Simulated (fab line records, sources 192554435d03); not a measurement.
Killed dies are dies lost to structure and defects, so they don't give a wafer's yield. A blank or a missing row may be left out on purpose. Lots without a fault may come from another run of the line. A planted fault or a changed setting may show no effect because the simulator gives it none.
Problem report in the 8D (eight disciplines) form, filled by code | flow n5_finfet | the parts of the form that need people (team, actions taken, sign-off) are left out

1. THE PROBLEM
spin_speed_rpm at N5_MOL_CONTACT_COAG_COAT_34 reads a mean of 1587.3 rpm on 9 wafers of 3 lots; wafers without a fault read 1500.1 rpm with a standard deviation of 1. That is +87 standard deviations from the usual mean.
The step: resist thk 40 nm.
First seen on wafer L197.2, day 9 22:03, on litho_track-04. The record holds 30 wafers of 10 lots with a number at this step. Rule for "out", or "out of limits": more than 4 standard deviations from the usual mean. The other wafers with a number count as sound.

2. WHAT IT IS AND WHAT IT IS NOT
question                    | is                     | is not
which readings at this step | spin_speed_rpm         | dispense_pressure_kPa
which lots                  | L197, L199, L200       | L182, L183, L184, L186, L188, L193, L198
which wafers of those lots  | all that have a number | -
read on which tools         | litho_track-04         | litho_track-03, litho_track-05
when                        | from day 9 22:03       | up to then (18 sound wafers); but 3 sound wafers of L198 came after

3. SUSPECTS, AND WHAT RULES EACH OUT
Counting: a tool at a process step up to the reading stays a suspect if it ran every lot that is out and no sound lot after the first of them.
- litho_track-04 at N5_MOL_CONTACT_COAG_COAT_34 (resist thk 40 nm): kept. It ran every lot that is out, first L197 (day 9 22:03), and no sound lot after that; its last sound lot up to then is L188 (day 7 20:16). Its own readings are out on those wafers: spin_speed_rpm.
Left after counting: litho_track-04 at N5_MOL_CONTACT_COAG_COAT_34.

4. THE CAUSE (what the simulator had put in)
Process parameter drift: litho_track-04, from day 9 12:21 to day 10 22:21, at N5_MOL_CONTACT_COAG_COAT_34. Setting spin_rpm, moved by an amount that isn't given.
Counting left only this tool.

5. THE CHAIN OF EFFECTS, in route order
Each row: a reading whose mean over the struck wafers that have a number lies more than 3 standard deviations from the usual. Only readings for which the record gives a usual standard deviation are gone through. hours: the time from each lot's start at the first step in this table that gives one to its start at this step, as a median over the lots. sigmas: the change in usual standard deviations.
hours | step                        | reading        | usual      | on struck wafers | change | sigmas
0     | N5_MOL_CONTACT_COAG_COAT_34 | spin_speed_rpm | 1500.1 rpm | 1587.3           | +87.2  | +87
The process steps in it:
- N5_MOL_CONTACT_COAG_COAT_34: resist thk 40 nm.
Later measuring or inspecting steps at which every struck wafer that the step has a row for has a number for every such reading, and none has moved that far: N5_BEOL_M4_RC_MEAS_101.

6. WHAT WOULD HAVE CAUGHT IT SOONER
In this record the first reading out of limits was taken at day 9 22:03, 10 hours after the fault began at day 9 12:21.
